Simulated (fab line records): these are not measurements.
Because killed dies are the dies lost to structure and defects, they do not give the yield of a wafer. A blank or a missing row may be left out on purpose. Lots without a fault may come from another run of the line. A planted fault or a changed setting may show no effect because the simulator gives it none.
Chamber matching || flow nand_harc || 4 sister chambers for NHARC_A_CONTACT_ETCH_78 on rie_diel-03
The step etches the open film in O2/COS, target depth 5300 nm, time 1378 s. 4 wafers are shown with their chamber, then 9 later ones without.

## EACH WAFER AND ITS CHAMBER
{"wafer": "L528.6", "chamber": 0, "drypump_motor_current_A (A)": 5.1}
{"wafer": "L542.2", "chamber": 3, "drypump_motor_current_A (A)": 6.2}
{"wafer": "L542.3", "chamber": 2, "drypump_motor_current_A (A)": 6.0}
{"wafer": "L542.4", "chamber": 1, "drypump_motor_current_A (A)": 6.7}

## WAFERS MISSING THEIR CHAMBER
{"wafer": "L543.1", "drypump_motor_current_A (A)": 5.1}
{"wafer": "L543.2", "drypump_motor_current_A (A)": 6.2}
{"wafer": "L543.3", "drypump_motor_current_A (A)": 6.7}
{"wafer": "L544.1", "drypump_motor_current_A (A)": 6.7}
{"wafer": "L544.2", "drypump_motor_current_A (A)": 6.1}
{"wafer": "L544.5", "drypump_motor_current_A (A)": 6.0}
{"wafer": "L545.2", "drypump_motor_current_A (A)": 6.0}
{"wafer": "L545.4", "drypump_motor_current_A (A)": 6.7}
{"wafer": "L545.6", "drypump_motor_current_A (A)": 6.2}

## THE CHAMBER EACH PASSED THROUGH
{"wafer": "L543.1", "from the rows above": 0, "in truth": 0}
{"wafer": "L543.2", "from the rows above": 3, "in truth": 3}
{"wafer": "L543.3", "from the rows above": 1, "in truth": 1}
{"wafer": "L544.1", "from the rows above": 1, "in truth": 1}
{"wafer": "L544.2", "from the rows above": "can't be placed: 2 or 3", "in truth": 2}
{"wafer": "L544.5", "from the rows above": 2, "in truth": 2}
{"wafer": "L545.2", "from the rows above": 2, "in truth": 2}
{"wafer": "L545.4", "from the rows above": 1, "in truth": 1}
{"wafer": "L545.6", "from the rows above": 3, "in truth": 3}
8 of 9 placed correctly. From these rows, 1 cannot be placed; in 1 the true chamber is one of the candidates. Placed wrongly: 0.
How it was worked out, from the rows above alone: a wafer's distance from a chamber is the root of the sum, over the readings, of the square of ((its reading less the chamber's mean) divided by the reading's scatter). If the next closest chamber is less than 2 further off than the closest, the wafer can't be placed; otherwise it belongs to the closest. A chamber's mean is the mean of its shown wafers. The scatter: with one shown wafer a chamber, the root of the mean of the squares of how far each hidden wafer lies from its nearest shown one.
